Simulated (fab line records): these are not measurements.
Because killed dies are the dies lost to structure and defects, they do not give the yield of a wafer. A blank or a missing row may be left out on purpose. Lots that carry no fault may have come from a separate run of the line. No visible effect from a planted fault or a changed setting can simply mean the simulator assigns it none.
The tool behind it: which one?	flow n5 finfet	36 wafers from 12 lots sampled at 2 of the route's 1938 steps

## WHAT THE GAUGES READ, wafer by wafer
N5_BEOL_M0_SAQP_CD_MEAS_40: the cd target is 30 nm.
lot	measured	on	cd nm (nm)
L075	day 6 09:17	cd sem-03	30.00 30.28 29.51
L077	day 6 15:13	cd sem-01	30.18 30.12 30.16
L079	day 7 01:41	cd sem-02	29.72 30.14 29.88
L081	day 7 15:36	cd sem-02	30.27 29.73 30.04
L083	day 7 21:43	cd sem-03	29.72 30.01 30.11
L085	day 8 14:10	cd sem-02	30.13 29.94 30.00
L087	day 9 03:05	cd sem-03	30.28 29.70 30.02
L089	day 9 14:25	cd sem-02	30.02 30.01 30.13
L091	day 10 02:17	cd sem-03	30.03 29.86 29.59
L093	day 10 09:13	cd sem-02	30.36 30.28 30.37
L095	day 10 19:10	cd sem-02	29.67 29.86 29.73
L097	day 11 14:23	cd sem-03	29.56 30.02 30.22

## WHAT TOOL EACH LOT RAN ON (gives the tool, then ch and the chambers of the sampled wafers, and finally the start)
lot	N5_BEOL_M0_SAQP_STRIP_108
L075	rie diel-03 ch 1,2,3, day 6 07:58
L077	rie diel-03 ch 0,1,3, day 6 13:50
L079	rie diel-03 ch 1,2, day 7 00:16
L081	rie diel-02 ch 0,1,2, day 7 14:20
L083	rie diel-03 ch 1,2,3, day 7 20:20
L085	rie diel-06 ch 0,1,3, day 8 11:02
L087	rie diel-03 ch 0,1, day 9 01:49
L089	rie diel-02 ch 1,3, day 9 13:01
L091	rie diel-03 ch 0,2,3, day 10 00:36
L093	rie diel-03 ch 1,2,3, day 10 07:57
L095	rie diel-03 ch 2,3, day 10 17:51
L097	rie diel-06 ch 1,2,3, day 11 13:05
- N5_BEOL_M0_SAQP_STRIP_108: strips in N2/H2.

## THE ANSWER, worked out from the rows above alone
Rule: the lots themselves supply what counts as usual. Put in order of their means at a reading, lots are off if they are a third of the lots or fewer, leave a main group of 4 or more, and stand apart from it by a gap of 3 or more times the standard deviation of the main group's means; of several such gaps the widest counts. Not used: any main group whose means are identical at the precision the tables above print for the reading. Also off: a lot with no number at a reading for which 4 or more lots have one. The other lots that the step has rows for count as sound.
No lot is off at any reading shown: from this, nothing can be told.

## WHAT THE SIMULATOR HAD INSERTED
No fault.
